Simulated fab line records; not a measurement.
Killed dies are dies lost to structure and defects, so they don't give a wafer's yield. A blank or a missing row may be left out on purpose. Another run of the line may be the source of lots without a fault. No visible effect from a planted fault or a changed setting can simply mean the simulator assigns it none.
fab line records ; flow nand_harc
[record] lots = 13; wafers = 39; last_day = 32
route steps=1302 shown A_CONTACT@1094
lots that met no fault: taken from a fault-free run of the same line
start_h: start of the lot's first displayed wafer, in hours after the record's first day ; wait_h: hours from the lot's prior step to this one ; " identical to the entry in the row above ; L1.1+2: one row covering several wafers at once ; - no value present, or no start provided ; * or withheld: withheld ; < > ~ a bound
route shown NAME@n: a module of which the file shows steps, and the number in the route of the first ; usual: mean/standard deviation taken from wafers without a fault ; same: alike in all rows ; chamber/n: place in a boat ; sites: each site's reading ; _std_site: their standard deviation ; _edge_site: the outer-site mean with the inner-site mean subtracted ; radius_mm: how far each site lies from the wafer's centre ; mask NAME#n: copy n ; behind: the tool/chamber that last shaped the wafer ; hold: the reason the lot was held/the length of the hold in hours/how it ended ; device: names the non-switching transistor (n, p or np) ; end of line: tests of these same wafers at the route's end ; a step with no rows: only its recipe ; killed: dies lost to structure and defects at the first sort, not the wafer's yield ; map: per-die view of a wafer (x killed, . not killed, _ where there is no die)
set.NAME: the run value of the setting; set.NAME@STEP: its run value at that earlier step ; model.NAME: the simulator's own value behind a step, which no gauge read
the route's steps for a sample of lots (tables are steps, rows are wafers)
services: when a tool's chamber went out of use (start_h, in hours from the record's first day, below 0 if earlier), for how many hours, and the reason
[[steps]]
[step NHARC_A_CONTACT_CD_MEAS_15]
[usual] cd_nm = 190.0/0.57
lot.wafer;tool;chamber;start_h;wait_h;cd_nm
L560.1;cd_sem-02;-;531.49;-;189.8
L560.3;cd_sem-02;-;531.49;-;189.8
L560.4;cd_sem-02;-;531.49;-;189.6
L564.3;cd_sem-03;-;551.00;-;189.5
L564.4;cd_sem-03;-;551.00;-;189.5
L564.6;cd_sem-03;-;551.00;-;190.0
L565.2;cd_sem-02;-;554.37;-;189.4
L565.3;cd_sem-02;-;554.37;-;189.9
L565.5;cd_sem-02;-;554.37;-;189.4
L568.1;cd_sem-01;-;586.96;-;189.9
L568.2;cd_sem-01;-;586.96;-;190.0
L568.6;cd_sem-01;-;586.96;-;190.1
L566.1;cd_sem-03;-;594.80;-;190.4
L566.3;cd_sem-03;-;594.80;-;190.9
L566.6;cd_sem-03;-;594.80;-;190.6
L569.1;cd_sem-03;-;597.08;-;189.8
L569.3;cd_sem-03;-;597.08;-;189.1
L569.5;cd_sem-03;-;597.08;-;189.5
L570.4;cd_sem-02;-;639.79;-;191.1
L570.5;cd_sem-02;-;639.79;-;191.4
L570.6;cd_sem-02;-;639.79;-;191.5
L571.1;cd_sem-02;-;642.28;-;190.1
L571.4;cd_sem-02;-;642.28;-;189.2
L571.6;cd_sem-02;-;642.28;-;189.9
L572.1;cd_sem-03;-;642.43;-;190.8
L572.3;cd_sem-03;-;642.43;-;189.8
L572.6;cd_sem-03;-;642.43;-;190.7
L573.2;cd_sem-01;-;644.69;-;190.5
L573.4;cd_sem-01;-;644.69;-;190.2
L573.5;cd_sem-01;-;644.69;-;190.4
L575.1;cd_sem-01;-;656.58;-;191.3
L575.3;cd_sem-01;-;656.58;-;191.1
L575.5;cd_sem-01;-;656.58;-;191.1
L581.2;cd_sem-02;-;724.70;-;190.3
L581.3;cd_sem-02;-;724.70;-;190.1
L581.6;cd_sem-02;-;724.70;-;189.9
L580.1;cd_sem-03;-;728.29;-;189.8
L580.2;cd_sem-03;-;728.29;-;189.8
L580.4;cd_sem-03;-;728.29;-;189.7
[step NHARC_A_CONTACT_ETCH_110]
[recipe] target_depth_a = 600; overetch_a = 60; time_s = 33; ion_energy_ev = 100; cf4_flow_sccm = 80; o2_flow_sccm = 20; ar_flow_sccm = 0; rf_w = 300; bias_w = 100; chemistry = CF4/O2
[usual] drypump_motor_current_A = 5.8/0.53; oes_product_au = 1.001/0.0094; rf_vpp_V = 198.1/1.2; showerhead_plenum_p_Torr = 1.35/0.043; throttle_valve_pct = 13.397/0.0091
[same] time_s = 33
lot.wafer;tool;chamber;start_h;wait_h;drypump_motor_current_A;oes_product_au;rf_hours_counter_h;rf_vpp_V;showerhead_plenum_p_Torr;throttle_valve_pct
L560.4;rie_diel-06;1;531.93;0.1;5.1;0.992;7;196.0;1.31;13.399
L560.1;rie_diel-06;3;531.93;0.1;5.3;1.010;7;198.5;1.34;13.399
L560.3;rie_diel-06;0;531.93;0.1;6.4;1.006;7;197.8;1.39;13.390
L564.4;rie_diel-07;0;551.39;0.1;5.9;0.998;21;199.3;1.38;13.388
L564.3;rie_diel-07;2;551.39;0.1;5.7;1.005;25;195.9;1.24;13.400
L564.6;rie_diel-07;0;551.39;0.1;5.9;0.991;-;197.4;1.38;13.383
L565.2;rie_diel-05;1;554.69;0.1;5.5;0.994;42;195.4;1.26;13.389
L565.3;rie_diel-05;3;554.69;0.1;5.3;1.007;43;197.9;1.34;13.414
L565.5;rie_diel-05;1;554.69;0.1;5.5;0.991;-;195.1;1.26;13.400
L568.1;rie_diel-06;2;587.26;0.1;6.3;1.003;15;199.1;1.37;13.395
L568.2;rie_diel-06;3;587.26;0.1;5.4;1.006;15;197.2;1.34;13.401
L568.6;rie_diel-06;2;587.26;0.1;6.3;1.004;-;198.6;1.37;13.410
L566.3;rie_diel-06;1;595.09;0.1;5.1;1.001;16;195.9;1.30;13.398
L566.1;rie_diel-06;0;595.09;0.1;6.4;1.011;16;198.5;1.39;13.415
L566.6;rie_diel-06;2;595.09;0.1;6.3;1.009;-;198.3;1.37;13.403
L569.3;rie_diel-06;2;597.37;0.1;6.3;1.007;16;198.1;1.37;13.380
L569.1;rie_diel-06;3;597.37;0.1;5.3;1.010;16;198.4;1.34;13.404
L569.5;rie_diel-06;2;597.37;0.1;6.3;1.018;-;198.3;1.37;13.396
L570.4;rie_diel-07;2;640.09;0.1;5.7;0.997;55;196.4;1.23;13.427
L570.5;rie_diel-07;3;640.09;0.1;6.2;0.990;-;198.8;1.36;13.415
L570.6;rie_diel-07;0;640.09;0.1;5.9;1.002;-;197.9;1.37;13.394
L572.3;rie_diel-06;0;642.80;0.1;6.4;1.006;23;199.1;1.39;13.403
L572.1;rie_diel-06;1;642.80;0.1;5.0;0.996;24;197.7;1.30;13.417
L572.6;rie_diel-06;3;642.80;0.1;5.3;1.014;-;198.4;1.33;13.394
L571.4;rie_diel-07;0;645.41;0.1;5.9;1.007;60;197.5;1.37;13.392
L571.1;rie_diel-07;1;645.41;0.1;5.8;0.996;61;199.5;1.42;13.417
L571.6;rie_diel-07;3;645.41;0.1;6.2;0.999;-;198.8;1.36;13.396
L573.4;rie_diel-06;1;645.75;0.6;5.1;1.002;26;198.0;1.30;13.404
L573.2;rie_diel-06;2;645.75;0.6;6.3;1.012;23;200.0;1.37;13.392
L573.5;rie_diel-06;0;645.75;0.6;6.4;0.999;-;199.6;1.39;13.401
L575.1;rie_diel-06;3;657.37;0.4;5.3;1.013;27;197.5;1.33;13.406
L575.3;rie_diel-06;0;657.37;0.4;6.4;1.009;26;198.9;1.39;13.390
L575.5;rie_diel-06;3;657.37;0.4;5.3;1.010;-;197.7;1.33;13.398
L581.2;rie_diel-05;1;725.00;0.1;5.5;1.011;45;195.5;1.25;13.391
L581.3;rie_diel-05;3;725.00;0.1;5.3;1.023;44;197.1;1.33;13.401
L581.6;rie_diel-05;1;725.00;0.1;5.5;1.014;-;196.8;1.25;13.395
L580.4;rie_diel-06;0;728.59;0.1;6.4;0.912;8;200.3;1.39;13.393
L580.1;rie_diel-06;2;728.59;0.1;6.3;0.999;10;197.0;1.36;13.396
L580.2;rie_diel-06;3;728.59;0.1;5.4;0.992;10;197.1;1.33;13.393
[step NHARC_A_CONTACT_STRIP_26]
[recipe] o2_flow_sccm = 500; ar_flow_sccm = 0; bias_w = 0; chemistry = O2
[usual] drypump_motor_current_A = 5.8/0.53; oes_product_au = 1.001/0.0096; rf_vpp_V = 57.9/0.91; showerhead_plenum_p_Torr = 3.56/0.12; throttle_valve_pct = 17.036/0.0084
lot.wafer;tool;chamber;start_h;wait_h;drypump_motor_current_A;oes_product_au;rf_hours_counter_h;rf_vpp_V;showerhead_plenum_p_Torr;throttle_valve_pct
L560.4;rie_diel-06;3;-;-;5.3;1.007;7;57.2;3.54;17.042
L560.3;rie_diel-06;0;-;-;6.4;1.006;7;57.7;3.68;17.025
L560.1;rie_diel-06;2;-;-;6.3;1.011;7;57.5;3.61;17.034
L564.4;rie_diel-07;3;-;-;6.1;0.993;25;57.9;3.61;17.039
L564.3;rie_diel-07;0;-;-;6.0;1.004;21;57.9;3.63;17.041
L564.6;rie_diel-07;2;-;-;5.7;0.996;-;57.0;3.28;17.030
L565.2;rie_diel-05;1;-;-;5.5;0.993;42;58.7;3.34;17.026
L565.3;rie_diel-05;3;-;-;5.3;1.008;43;57.8;3.55;17.049
L565.5;rie_diel-05;2;-;-;6.2;1.003;-;58.2;3.75;17.039
L568.1;rie_diel-06;2;-;-;6.3;1.015;15;58.4;3.61;17.027
L568.2;rie_diel-06;0;-;-;6.4;1.003;14;58.4;3.67;17.040
L568.6;rie_diel-06;2;-;-;6.3;1.004;-;57.7;3.61;17.052
L566.1;rie_diel-06;1;-;-;5.0;0.996;16;58.8;3.45;17.023
L566.3;rie_diel-06;3;-;-;5.4;1.005;16;56.8;3.53;17.045
L566.6;rie_diel-06;2;-;-;6.3;1.007;-;57.4;3.61;17.022
L569.1;rie_diel-06;3;-;-;5.3;1.019;16;56.1;3.53;17.031
L569.3;rie_diel-06;1;-;-;5.0;1.005;16;57.7;3.45;17.039
L569.5;rie_diel-06;3;-;-;5.4;1.025;-;56.5;3.53;17.044
L570.4;rie_diel-07;3;-;-;6.2;1.000;60;57.2;3.59;17.054
L570.5;rie_diel-07;2;-;-;5.8;0.995;-;58.0;3.27;17.036
L570.6;rie_diel-07;3;-;-;6.2;1.000;-;58.5;3.59;17.036
L572.3;rie_diel-06;2;-;-;6.3;1.004;22;57.9;3.61;17.040
L572.1;rie_diel-06;0;-;-;6.4;0.985;23;57.7;3.67;17.031
L572.6;rie_diel-06;2;-;-;6.3;1.003;-;59.1;3.61;17.039
L571.4;rie_diel-07;2;-;-;5.7;0.987;58;55.0;3.26;17.039
L571.1;rie_diel-07;3;-;-;6.2;0.994;64;58.6;3.59;17.025
L571.6;rie_diel-07;1;-;-;5.7;1.005;-;58.9;3.73;17.016
L573.4;rie_diel-06;3;-;-;5.4;1.004;24;56.8;3.53;17.040
L573.2;rie_diel-06;1;-;-;5.1;1.005;26;57.5;3.44;17.033
L573.5;rie_diel-06;3;-;-;5.3;1.015;-;57.6;3.53;17.031
L575.3;rie_diel-06;0;-;-;6.4;1.002;26;57.9;3.67;17.043
L575.1;rie_diel-06;1;-;-;5.1;0.999;29;57.4;3.44;17.039
L575.5;rie_diel-06;2;-;-;6.3;1.024;-;57.7;3.60;17.036
L581.3;rie_diel-05;3;-;-;5.3;1.021;44;57.7;3.52;17.029
L581.2;rie_diel-05;2;-;-;6.2;1.013;42;59.9;3.72;17.034
L581.6;rie_diel-05;3;-;-;5.3;1.011;-;58.4;3.52;17.032
L580.4;rie_diel-06;2;-;-;6.3;1.005;10;58.2;3.60;17.036
L580.2;rie_diel-06;0;-;-;6.4;1.001;8;57.6;3.66;17.046
L580.1;rie_diel-06;1;-;-;5.0;0.989;8;57.9;3.43;17.038
[step NHARC_A_CONTACT_INSPECT_23]
[usual] raw_defect_count = 496/120
lot.wafer;tool;chamber;start_h;wait_h;raw_defect_count
L560.1;defect_inspect-02;-;534.07;0.1;528
L560.3;defect_inspect-02;-;534.07;0.1;328
L560.4;defect_inspect-02;-;534.07;0.1;560
L564.3;defect_inspect-02;-;553.55;0.1;452
L564.4;defect_inspect-02;-;553.55;0.1;374
L564.6;defect_inspect-02;-;553.55;0.1;359
L565.2;defect_inspect-01;-;556.93;0.1;330
L565.3;defect_inspect-01;-;556.93;0.1;414
L565.5;defect_inspect-01;-;556.93;0.1;429
L568.1;defect_inspect-01;-;589.40;0.1;341
L568.2;defect_inspect-01;-;589.40;0.1;294
L568.6;defect_inspect-01;-;589.40;0.1;335
L566.1;defect_inspect-01;-;597.24;0.1;482
L566.3;defect_inspect-01;-;597.24;0.1;412
L566.6;defect_inspect-01;-;597.24;0.1;451
L569.1;defect_inspect-01;-;599.54;0.1;591
L569.3;defect_inspect-01;-;599.54;0.1;578
L569.5;defect_inspect-01;-;599.54;0.1;546
L570.4;defect_inspect-01;-;642.22;0.1;537
L570.5;defect_inspect-01;-;642.22;0.1;452
L570.6;defect_inspect-01;-;642.22;0.1;513
L572.1;defect_inspect-02;-;644.94;0.1;481
L572.3;defect_inspect-02;-;644.94;0.1;487
L572.6;defect_inspect-02;-;644.94;0.1;520
L571.1;defect_inspect-02;-;647.55;0.1;464
L571.4;defect_inspect-02;-;647.55;0.1;527
L571.6;defect_inspect-02;-;647.55;0.1;516
L573.2;defect_inspect-01;-;648.31;0.1;353
L573.4;defect_inspect-01;-;648.31;0.1;433
L573.5;defect_inspect-01;-;648.31;0.1;394
L575.1;defect_inspect-02;-;659.56;0.1;449
L575.3;defect_inspect-02;-;659.56;0.1;591
L575.5;defect_inspect-02;-;659.56;0.1;629
L581.2;defect_inspect-01;-;727.14;0.1;833
L581.3;defect_inspect-01;-;727.14;0.1;658
L581.6;defect_inspect-01;-;727.14;0.1;448
L580.1;defect_inspect-02;-;730.72;0.1;483
L580.2;defect_inspect-02;-;730.72;0.1;600
L580.4;defect_inspect-02;-;730.72;0.1;512
[[services]]
tool;chamber;start_h;hours;kind
rie_diel-06;0;517.85;-;clean
rie_diel-06;1;517.85;-;clean
rie_diel-06;2;517.85;-;clean
rie_diel-06;3;517.85;-;clean
rie_diel-05;1;535.89;5.3;repair
rie_diel-06;0;542.35;-;clean
rie_diel-06;1;542.35;-;clean
rie_diel-06;2;542.35;-;clean
rie_diel-06;3;542.35;-;clean
rie_diel-05;0;553.50;2.5;repair
rie_diel-07;2;560.00;1.7;repair
rie_diel-06;0;566.85;-;clean
rie_diel-06;1;566.85;-;clean
rie_diel-06;2;566.85;-;clean
rie_diel-06;3;566.85;-;clean
rie_diel-05;-;583.75;9.0;pm
rie_diel-05;3;611.77;3.0;repair
rie_diel-07;2;611.94;6.7;repair
rie_diel-07;1;616.51;2.3;repair
rie_diel-06;2;630.23;8.0;repair
rie_diel-07;-;648.32;9.0;pm
rie_diel-06;-;661.35;9.0;pm
rie_diel-07;1;685.52;6.9;repair
rie_diel-07;1;718.43;4.2;repair
[[key]]
[first_sign] step = NHARC_A_CONTACT_ETCH_110; reading = oes_product_au; direction = down; sigmas = 9.5; usual = 1.001; struck = 0.912
effect none on later readings
met_at NHARC_A_CONTACT_ETCH_110
struck_lots L580
struck_wafers L580.4
later_rows_left_out L580.4
sort_left_out L580.4
tester_left_out L580
not_acting_at NHARC_A_CONTACT_CD_MEAS_15,NHARC_A_CONTACT_STRIP_26,NHARC_A_CONTACT_INSPECT_23
onset_between 657.37 728.59
[fault] kind = process_parameter_drift; tool = rie_diel-06; chamber = 0; onset_h = 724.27; steps = NHARC_A_CONTACT_ETCH_110; channel = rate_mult; offset = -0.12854; shape = step; end_h = 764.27
// tester_left_out: of these lots the tester's yield and bins aren't shown, on N5 and GAA mostly nor the transistor test; their killed dies are dies lost to structure and defects alone, not to doping, threshold or leakage, so they don't give the yield
// sort_left_out: the simulated sort isn't trusted on such a fault, so these wafers' sort isn't shown, and their yield isn't known
// later_rows_left_out: the simulator's readings of these wafers behind a module that went badly wrong aren't trusted and aren't shown, but for the sort
